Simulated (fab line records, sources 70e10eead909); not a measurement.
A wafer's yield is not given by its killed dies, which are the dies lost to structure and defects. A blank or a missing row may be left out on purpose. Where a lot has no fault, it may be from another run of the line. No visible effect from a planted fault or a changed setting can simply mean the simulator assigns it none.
fab line records	flow nand_harc	part 1 of 2: steps 1 to 4 of 6
record lots=24	wafers=72	last_day=34
route steps=1302 shown A_CHANNEL_FILL_D2@633 A_STAIRCASE@674
lots with no fault: from the same line, run without faults
start_h: hours from the record's first day to the start of the lot's first wafer shown	wait_h: hours elapsed since this lot's preceding step	" as in the row above	L1.1+2: a row that stands for several wafers	- no value present, or no start provided	* or withheld: withheld	< > ~ a bound
route shown NAME@n: names a module that has steps shown in the file, with the first one's number in the route	usual: the fault-free wafers' mean and standard deviation	same: alike in all rows	chamber/n: place in a boat	sites: the reading at each site	_std_site: the values' standard deviation	_edge_site: mean of outer sites minus mean of inner sites	radius_mm: for every site, how far away it sits from the centre of the wafer	mask NAME#n: copy n	behind: tool/chamber where the wafer was last shaped	hold: cause of the lot's hold/its duration in hours/its outcome	device: transistor that didn't switch, given as n, p or np	end of line: at the end of the route, the tests of the same wafers	for a step that has no rows: nothing shown but its recipe	killed: dies that structure and defects cost at the first sort, which is not the same as the wafer's yield	map: dies across one wafer; x = killed, . = not, _ = none there
set.NAME: the setting that was run; set.NAME@STEP: the one run at that earlier step	model.NAME: the simulator's own value behind a step, which no gauge read
route steps across a sampled set of lots; one table per step, one row per wafer
services: from which hour (start_h, from the record's first day; less than 0 if before it) a tool's chamber was out of use, for how many hours, and why
## steps
# step NHARC_A_CHANNEL_FILL_D2_CMP_10
# recipe target_thk_nm=150
# usual motor_current_A=12.1/1.2	time_to_endpoint_s=15.1/2.3
lot.wafer	tool	chamber	start_h	wait_h	motor_current_A	time_to_endpoint_s
L075.1	cmp-02	2	351.13	0.4	11.2	14.3
L075.2	"	3	"	"	12.2	11.3
L075.5	"	2	"	"	11.1	15.8
L074.2	cmp-01	1	351.15	0.4	14.2	14.5
L074.4	"	2	"	"	10.3	17.2
L074.3	"	3	"	"	11.8	15.7
L076.2	cmp-04	2	374.19	0.4	12.5	13.3
L076.3	"	3	"	"	12.0	18.2
L076.5	"	3	"	"	12.6	16.9
L077.4	cmp-04	3	392.76	0.4	12.1	18.6
L077.3	"	2	"	"	12.4	16.7
L077.5	"	3	"	"	12.3	19.9
L079.2	cmp-04	1	399.81	0.4	12.0	17.5
L079.4	"	3	"	"	11.9	17.8
L079.1	"	0	"	"	10.1	17.9
L078.4	cmp-01	3	399.86	0.4	12.5	15.9
L078.6	"	1	"	"	14.9	13.8
L078.5	"	2	"	"	10.5	16.1
L080.3	cmp-02	3	413.42	0.4	12.0	14.8
L080.4	"	2	"	"	10.6	17.4
L080.6	"	0	"	"	11.6	16.7
L081.2	cmp-04	2	413.47	0.4	12.5	15.1
L081.1	"	3	"	"	12.8	17.6
L081.5	"	1	"	"	12.1	14.8
L082.4	cmp-01	0	427.27	0.4	11.9	11.3
L082.2	"	2	"	"	11.5	12.9
L082.3	"	3	"	"	12.3	16.0
L083.3	cmp-04	1	433.45	0.4	12.4	13.8
L083.2	"	3	"	"	12.2	18.4
L083.6	"	2	"	"	12.2	14.0
L084.3	cmp-02	1	451.58	0.4	14.0	15.0
L084.1	"	2	"	"	11.3	13.1
L084.6	"	1	"	"	13.6	15.8
L085.3	cmp-02	1	461.04	0.4	13.0	17.8
L085.1	"	3	"	"	12.5	13.7
L085.6	"	2	"	"	11.6	13.6
L087.2	cmp-04	3	468.81	0.4	12.4	17.1
L087.3	"	0	"	"	10.2	15.2
L087.4	"	1	"	"	12.2	12.2
L086.4	cmp-01	3	468.81	0.4	11.4	12.0
L086.5	"	3	"	"	12.0	14.0
L086.6	"	0	"	"	11.8	12.1
L088.2	cmp-02	2	495.58	0.4	11.1	14.7
L088.3	"	0	"	"	10.9	16.2
L088.5	"	2	"	"	10.9	15.3
L089.4	cmp-02	1	503.68	0.4	13.4	18.5
L089.2	"	3	"	"	12.7	15.7
L089.5	"	2	"	"	11.1	13.3
L090.1	cmp-01	0	516.02	0.4	13.0	10.7
L090.4	"	2	"	"	10.6	12.8
L090.5	"	1	"	"	15.1	8.3
L091.1	cmp-02	2	516.02	0.4	10.7	15.5
L091.3	"	3	"	"	12.0	14.9
L091.5	"	3	"	"	11.6	14.4
L092.3	cmp-01	0	526.49	0.4	12.3	18.4
L092.1	"	2	"	"	10.3	17.3
L092.5	"	1	"	"	14.1	15.8
L093.3	cmp-01	3	538.77	0.4	12.3	15.7
L093.4	"	2	"	"	10.3	15.9
L093.5	"	0	"	"	12.2	14.9
L096.3	cmp-01	3	558.64	0.4	12.1	16.5
L096.1	"	2	"	"	11.1	15.7
L096.6	"	3	"	"	11.4	18.1
L094.4	cmp-02	3	558.67	0.4	11.7	12.0
L094.2	"	0	"	"	11.8	12.5
L094.3	"	1	"	"	13.3	17.5
L095.4	cmp-04	0	558.69	0.4	10.7	20.3
L095.5	"	2	"	"	11.5	16.1
L095.6	"	3	"	"	12.3	17.2
L097.4	cmp-02	3	578.82	0.4	12.1	13.2
L097.3	"	1	"	"	14.1	15.4
L097.5	"	0	"	"	11.3	14.3
# step NHARC_A_STAIRCASE_TRIM_18
# recipe time_s=211.2	o2_flow_sccm=500	ar_flow_sccm=0	bias_w=0	chemistry=O2
# usual drypump_motor_current_A=5.8/0.54	oes_product_au=1.003/0.008	rf_vpp_V=57.7/0.84	showerhead_plenum_p_Torr=3.50/0.17	throttle_valve_pct=17.036/0.009
# same time_s=211.2
lot.wafer	tool	chamber	start_h	wait_h	drypump_motor_current_A	oes_product_au	rf_hours_counter_h	rf_vpp_V	showerhead_plenum_p_Torr	throttle_valve_pct
L074.3	rie_diel-02	1	-	-	5.0	1.007	43	55.9	3.28	17.019
L074.4	"	2	"	"	6.6	1.005	45	57.6	3.48	17.036
L074.2	"	0	"	"	5.8	1.009	43	57.2	3.78	17.038
L075.1	rie_diel-13	1	-	-	6.3	1.009	1	58.2	3.32	17.032
L075.2	"	2	"	"	5.3	1.011	1	58.0	3.37	17.036
L075.5	"	0	"	"	6.2	1.003	-	58.5	3.51	17.032
L076.3	rie_diel-13	1	-	-	6.3	1.003	10	57.5	3.31	17.034
L076.2	"	0	"	"	6.3	1.002	11	58.1	3.51	17.036
L076.5	"	2	"	"	5.3	1.006	-	58.4	3.37	17.028
L077.3	rie_diel-13	1	-	-	6.3	1.010	14	56.4	3.31	17.054
L077.4	"	2	"	"	5.3	1.007	9	58.2	3.37	17.032
L077.5	"	1	"	"	6.3	1.002	-	56.6	3.31	17.046
L079.2	rie_diel-13	2	-	-	5.3	1.007	11	58.0	3.37	17.030
L079.4	"	0	"	"	6.3	1.009	17	57.8	3.50	17.037
L079.1	"	1	"	"	6.3	1.006	16	56.4	3.31	17.047
L078.4	rie_diel-02	0	-	-	5.8	0.995	0	58.6	3.78	17.056
L078.6	"	2	"	"	6.5	1.008	-	56.3	3.47	17.035
L078.5	"	3	"	"	5.9	1.007	-	57.9	3.42	17.035
L081.2	rie_diel-13	2	-	-	5.3	1.002	14	56.9	3.37	17.024
L081.1	"	3	"	"	5.4	1.005	20	57.8	3.65	17.040
L081.5	"	1	"	"	6.3	1.005	-	57.3	3.31	17.026
L080.4	rie_diel-13	1	-	-	6.3	1.003	21	56.3	3.31	17.037
L080.3	"	2	"	"	5.3	0.982	16	57.6	3.37	17.040
L080.6	"	0	"	"	6.3	0.998	-	56.1	3.50	17.039
L082.4	rie_diel-12	3	-	-	5.8	1.011	52	59.0	3.63	17.022
L082.2	"	0	"	"	4.9	0.998	58	57.5	3.31	17.036
L082.3	"	1	"	"	6.5	1.007	58	56.7	3.48	17.033
L083.3	rie_diel-02	2	-	-	6.6	1.011	11	59.0	3.46	17.032
L083.2	"	0	"	"	5.8	0.993	9	58.3	3.77	17.040
L083.6	"	1	"	"	5.0	0.985	-	58.6	3.80	17.061
L084.1	rie_diel-12	2	-	-	5.1	1.009	0	59.3	3.81	17.037
L084.3	"	3	"	"	5.7	0.997	0	57.3	3.62	17.011
L084.6	"	1	"	"	6.6	1.012	-	59.0	3.48	17.034
L085.1	rie_diel-13	3	-	-	5.4	0.996	35	57.7	3.64	17.030
L085.3	"	1	"	"	6.3	0.992	33	55.1	3.30	17.030
L085.6	"	0	"	"	6.2	0.992	-	56.4	3.50	17.014
L087.2	rie_diel-12	0	-	-	4.9	1.004	5	56.6	3.31	17.028
L087.3	"	3	"	"	5.7	1.002	8	57.2	3.62	17.035
L087.4	"	0	"	"	4.9	0.998	-	57.9	3.31	17.058
L086.4	rie_diel-12	3	-	-	5.7	0.984	-	58.8	3.62	17.041
L086.5	"	0	"	"	4.9	1.010	-	57.6	3.31	17.037
L086.6	"	2	"	"	5.1	1.013	-	57.9	3.80	17.039
L088.2	rie_diel-02	2	-	-	6.6	1.006	36	57.4	3.45	17.043
L088.3	"	3	"	"	5.9	1.010	29	57.6	3.40	17.028
L088.5	"	3	"	"	5.9	1.005	-	58.4	3.40	17.047
L089.4	rie_diel-13	1	-	-	6.3	0.992	45	57.2	3.29	17.033
L089.2	"	2	"	"	5.3	1.006	44	57.3	3.35	17.034
L089.5	"	2	"	"	5.3	1.008	-	57.8	3.35	17.036
L090.1	rie_diel-12	0	-	-	4.9	1.000	21	56.2	3.30	17.036
L090.4	"	1	"	"	6.5	1.005	20	58.4	3.47	17.018
L090.5	"	3	"	"	5.8	0.996	-	57.3	3.61	17.037
L091.1	rie_diel-13	3	-	-	5.4	1.000	51	58.3	3.63	17.020
L091.3	"	0	"	"	6.2	1.008	46	57.7	3.49	17.041
L091.5	"	0	"	"	6.3	0.990	-	58.4	3.49	17.026
L092.3	rie_diel-02	0	-	-	5.8	0.997	46	57.6	3.75	17.033
L092.1	"	3	"	"	6.0	1.005	42	57.4	3.40	17.039
L092.5	"	1	"	"	5.0	1.001	-	57.5	3.78	17.033
L093.3	rie_diel-12	3	-	-	5.8	0.985	32	59.3	3.61	17.030
L093.4	"	1	"	"	6.5	1.001	29	57.3	3.46	17.051
L093.5	"	3	"	"	5.7	0.993	-	58.5	3.61	17.034
L096.3	rie_diel-13	3	-	-	5.4	1.007	10	57.3	3.62	17.036
L096.1	"	2	"	"	5.3	0.991	12	56.2	3.34	17.052
L096.6	"	0	"	"	6.2	0.998	-	58.0	3.48	17.043
L094.3	rie_diel-13	1	-	-	6.3	1.008	11	56.8	3.28	17.048
L094.4	"	2	"	"	5.3	0.996	12	58.6	3.34	17.032
L094.2	"	3	"	"	5.4	0.997	10	58.8	3.63	17.043
L095.4	rie_diel-02	0	-	-	5.8	0.993	57	57.6	3.74	17.024
L095.6	"	2	"	"	6.6	1.007	-	56.9	3.44	17.026
L095.5	"	3	"	"	5.9	1.000	-	57.9	3.39	17.036
L097.4	rie_diel-13	1	-	-	6.3	1.003	16	58.5	3.28	17.026
L097.3	"	2	"	"	5.3	0.998	17	58.3	3.34	17.034
L097.5	"	1	"	"	6.3	1.020	-	58.0	3.28	17.031
# step NHARC_A_STAIRCASE_TRIM_193
# recipe time_s=211.2	o2_flow_sccm=500	ar_flow_sccm=0	bias_w=0	chemistry=O2
# usual drypump_motor_current_A=5.7/0.56	oes_product_au=1.002/0.0079	rf_vpp_V=57.7/0.89	showerhead_plenum_p_Torr=3.51/0.17	throttle_valve_pct=17.037/0.0095
# same time_s=211.2
lot.wafer	tool	chamber	start_h	wait_h	drypump_motor_current_A	oes_product_au	rf_hours_counter_h	rf_vpp_V	showerhead_plenum_p_Torr	throttle_valve_pct
L075.1	rie_diel-12	0	359.69	-	4.9	0.995	30	57.0	3.33	17.028
L075.2	"	1	"	"	6.5	0.996	30	56.1	3.50	17.045
L075.5	"	3	"	"	5.7	1.007	-	58.6	3.64	17.029
L074.3	rie_diel-12	1	-	-	6.5	1.009	30	58.8	3.50	17.039
L074.2	"	2	"	"	5.1	1.016	28	58.3	3.28	17.033
L074.4	"	3	"	"	5.7	1.004	31	59.7	3.64	17.041
L076.2	rie_diel-12	2	-	-	5.1	1.017	33	58.7	3.28	17.052
L076.3	"	3	"	"	5.7	1.001	35	58.4	3.64	17.049
L076.5	"	1	"	"	6.6	0.998	-	58.2	3.49	17.025
L077.3	rie_diel-13	3	-	-	5.4	0.997	16	58.8	3.65	17.036
L077.4	"	1	"	"	6.3	1.004	15	56.4	3.31	17.043
L077.5	"	2	"	"	5.3	1.004	-	57.8	3.37	17.041
L079.1	rie_diel-02	2	-	-	6.6	0.999	1	55.6	3.47	17.028
L079.2	"	3	"	"	5.9	1.004	1	57.4	3.42	17.017
L079.4	"	0	"	"	5.9	0.989	1	59.1	3.78	17.031
L078.4	rie_diel-13	3	-	-	5.4	0.998	18	58.0	3.65	17.042
L078.5	"	0	"	"	6.2	1.008	-	57.1	3.50	17.035
L078.6	"	1	"	"	6.3	0.996	-	58.2	3.31	17.054
L081.1	rie_diel-13	1	-	-	6.3	1.015	21	57.0	3.30	17.047
L081.2	"	2	"	"	5.2	1.007	16	57.6	3.37	17.047
L081.5	"	2	"	"	5.2	1.014	-	57.6	3.37	17.043
L080.3	rie_diel-02	2	-	-	6.6	1.011	7	57.9	3.46	17.044
L080.4	"	1	"	"	5.0	0.995	-	58.4	3.80	17.046
L080.6	"	3	"	"	5.9	0.996	-	57.5	3.41	17.041
L082.3	rie_diel-13	0	-	-	6.3	0.998	24	58.3	3.50	17.034
L082.4	"	1	"	"	6.3	1.008	23	57.2	3.30	17.033
L082.2	"	2	"	"	5.2	1.000	18	57.2	3.37	17.038
L083.3	rie_diel-13	1	-	-	6.3	1.005	26	57.6	3.30	17.031
L083.2	"	0	"	"	6.3	1.009	27	58.0	3.50	17.058
L083.6	"	2	"	"	5.3	0.995	-	55.6	3.36	17.027
L084.1	rie_diel-12	1	-	-	6.5	1.006	2	60.6	3.48	17.024
L084.3	"	2	"	"	5.1	1.010	2	57.6	3.81	17.038
L084.6	"	3	"	"	5.7	0.995	-	58.6	3.62	17.044
L085.1	rie_diel-12	0	-	-	4.9	1.006	3	56.1	3.31	17.025
L085.3	"	1	"	"	6.5	1.001	4	57.8	3.48	17.029
L085.6	"	3	"	"	5.7	0.991	-	58.3	3.62	17.041
L086.4	rie_diel-12	0	-	-	4.9	0.994	-	57.0	3.31	17.042
L086.5	"	2	"	"	5.1	1.008	-	58.4	3.80	17.048
L086.6	"	3	"	"	5.7	0.995	-	56.2	3.62	17.033
L087.3	rie_diel-13	2	-	-	5.3	1.004	37	57.4	3.36	17.032
L087.2	"	3	"	"	5.4	0.993	40	58.0	3.64	17.036
L087.4	"	3	"	"	5.4	0.993	-	57.4	3.64	17.032
L088.2	rie_diel-13	2	-	-	5.3	1.009	44	56.1	3.35	17.041
L088.3	"	0	"	"	6.2	1.006	42	57.9	3.49	17.039
L088.5	"	3	"	"	5.4	0.995	-	58.5	3.63	17.050
L089.2	rie_diel-12	1	-	-	6.5	1.017	17	57.2	3.47	17.031
L089.4	"	2	"	"	5.1	1.013	22	58.4	3.80	17.029
L089.5	"	0	"	"	4.9	0.997	-	56.8	3.30	17.024
L090.1	rie_diel-12	0	-	-	4.9	1.000	22	57.4	3.30	17.029
L090.4	"	2	"	"	5.1	1.013	25	57.8	3.79	17.041
L090.5	"	0	"	"	4.9	1.003	-	56.6	3.30	17.049
L091.3	rie_diel-02	0	-	-	5.8	1.007	43	59.4	3.75	17.030
L091.1	"	1	"	"	5.0	0.997	40	58.6	3.78	17.027
L091.5	"	0	"	"	5.8	0.996	-	58.6	3.75	17.060
L092.3	rie_diel-12	0	-	-	4.9	0.998	28	56.5	3.30	17.048
L092.1	"	1	"	"	6.6	1.006	27	56.8	3.47	17.041
L092.5	"	3	"	"	5.7	0.984	-	59.2	3.61	17.022
L093.3	rie_diel-02	3	-	-	5.9	0.998	45	57.4	3.40	17.016
L093.4	"	2	"	"	6.6	0.995	48	57.0	3.44	17.041
L093.5	"	0	"	"	5.8	1.004	-	58.1	3.75	17.033
L096.3	rie_diel-12	3	-	-	5.7	1.004	39	57.6	3.60	17.041
L096.1	"	0	"	"	4.9	0.992	38	56.6	3.29	17.036
L096.6	"	2	"	"	5.1	1.013	-	57.5	3.79	17.035
L094.3	rie_diel-13	2	-	-	5.3	0.997	13	56.9	3.34	17.042
L094.2	"	3	"	"	5.4	1.003	11	58.3	3.62	17.040
L094.4	"	0	"	"	6.2	1.003	10	57.7	3.48	17.043
L095.4	rie_diel-02	3	-	-	5.9	0.987	54	55.7	3.39	17.047
L095.6	"	3	"	"	5.9	0.994	-	57.8	3.39	17.029
L095.5	"	0	"	"	5.8	0.999	-	57.4	3.74	17.034
L097.4	rie_diel-12	2	-	-	5.1	0.999	43	58.7	3.78	17.037
L097.3	"	0	"	"	4.9	1.001	46	58.7	3.29	17.026
L097.5	"	2	"	"	5.1	1.000	-	58.2	3.78	17.035
# step NHARC_A_STAIRCASE_STRIP_205
# recipe power_w=1500	temp_c=250	chemistry=O2
# usual drypump_motor_current_A=6.0/0.39	heater_power_w=319/25
lot.wafer	tool	chamber	start_h	wait_h	drypump_motor_current_A	heater_power_w	rf_hours_counter_h
L075.1	plasma_asher-02	0	361.07	0.1	6.2	298	23
L075.2	"	1	"	"	5.6	329	23
L075.5	"	0	"	"	6.1	301	-
L074.2	plasma_asher-01	1	361.41	0.1	5.6	312	3
L074.3	"	0	"	"	6.5	360	-
L074.4	"	1	"	"	5.6	301	-
L076.2	plasma_asher-01	1	384.43	0.1	5.6	296	8
L076.3	"	0	"	"	6.5	353	-
L076.5	"	0	"	"	6.5	346	-
L077.4	plasma_asher-02	1	402.84	0.2	5.6	338	-
L077.3	"	0	"	"	6.1	306	-
L077.5	"	0	"	"	6.2	303	-
L079.2	plasma_asher-01	1	409.42	0.1	5.6	291	13
L079.1	"	0	"	"	6.5	350	13
L079.4	"	0	"	"	6.5	357	-
L078.4	plasma_asher-02	1	409.78	0.2	5.6	319	-
L078.6	"	1	"	"	5.6	344	-
L078.5	"	0	"	"	6.2	302	-
L081.2	plasma_asher-02	1	423.13	0.1	5.5	329	34
L081.1	"	0	"	"	6.2	312	34
L081.5	"	0	"	"	6.2	306	-
L080.4	plasma_asher-01	0	428.40	0.2	6.5	345	-
L080.3	"	1	"	"	5.6	304	-
L080.6	"	0	"	"	6.5	362	-
L082.2	plasma_asher-01	0	437.14	0.1	6.5	342	20
L082.3	"	1	"	"	5.6	302	-
L082.4	"	0	"	"	6.5	355	-
L083.2	plasma_asher-01	0	444.84	0.1	6.5	359	23
L083.3	"	0	"	"	6.5	358	-
L083.6	"	0	"	"	6.5	360	-
L084.1	plasma_asher-01	0	461.56	0.1	6.5	357	25
L084.3	"	1	"	"	5.7	309	-
L084.6	"	1	"	"	5.6	303	-
L085.1	plasma_asher-02	1	470.46	0.1	5.6	346	7
L085.3	"	0	"	"	6.2	293	-
L085.6	"	0	"	"	6.2	286	-
L086.4	plasma_asher-02	1	481.09	0.2	5.6	348	-
L086.6	"	1	"	"	5.6	337	-
L086.5	"	0	"	"	6.1	291	-
L087.2	plasma_asher-01	1	481.72	0.1	5.6	297	30
L087.4	"	0	"	"	6.6	340	-
L087.3	"	1	"	"	5.7	305	-
L088.2	plasma_asher-02	1	510.91	0.1	5.5	342	15
L088.3	"	1	"	"	5.6	340	-
L088.5	"	1	"	"	5.5	336	-
L089.2	plasma_asher-02	0	513.20	0.1	6.2	287	15
L089.4	"	1	"	"	5.6	348	-
L089.5	"	1	"	"	5.6	347	-
L090.1	plasma_asher-02	0	525.52	0.1	6.2	293	19
L090.4	"	1	"	"	5.6	341	-
L090.5	"	0	"	"	6.2	282	-
L091.1	plasma_asher-02	1	526.06	0.1	5.6	352	19
L091.3	"	0	"	"	6.2	288	-
L091.5	"	1	"	"	5.6	349	-
L092.1	plasma_asher-02	0	536.35	0.1	6.2	278	21
L092.3	"	0	"	"	6.2	291	-
L092.5	"	1	"	"	5.6	342	-
L093.4	plasma_asher-02	1	548.47	0.2	5.6	342	-
L093.3	"	0	"	"	6.1	291	-
L093.5	"	1	"	"	5.6	335	-
L096.1	plasma_asher-01	0	568.39	0.1	6.5	317	9
L096.3	"	0	"	"	6.5	323	-
L096.6	"	0	"	"	6.5	313	-
L094.2	plasma_asher-01	0	568.76	0.1	6.5	316	9
L094.4	"	1	"	"	5.7	297	-
L094.3	"	0	"	"	6.5	319	-
L095.4	plasma_asher-01	0	569.37	0.3	6.5	331	-
L095.5	"	0	"	"	6.5	317	-
L095.6	"	1	"	"	5.7	299	-
L097.4	plasma_asher-01	0	588.58	0.2	6.5	328	-
L097.3	"	1	"	"	5.7	288	-
L097.5	"	1	"	"	5.7	300	-
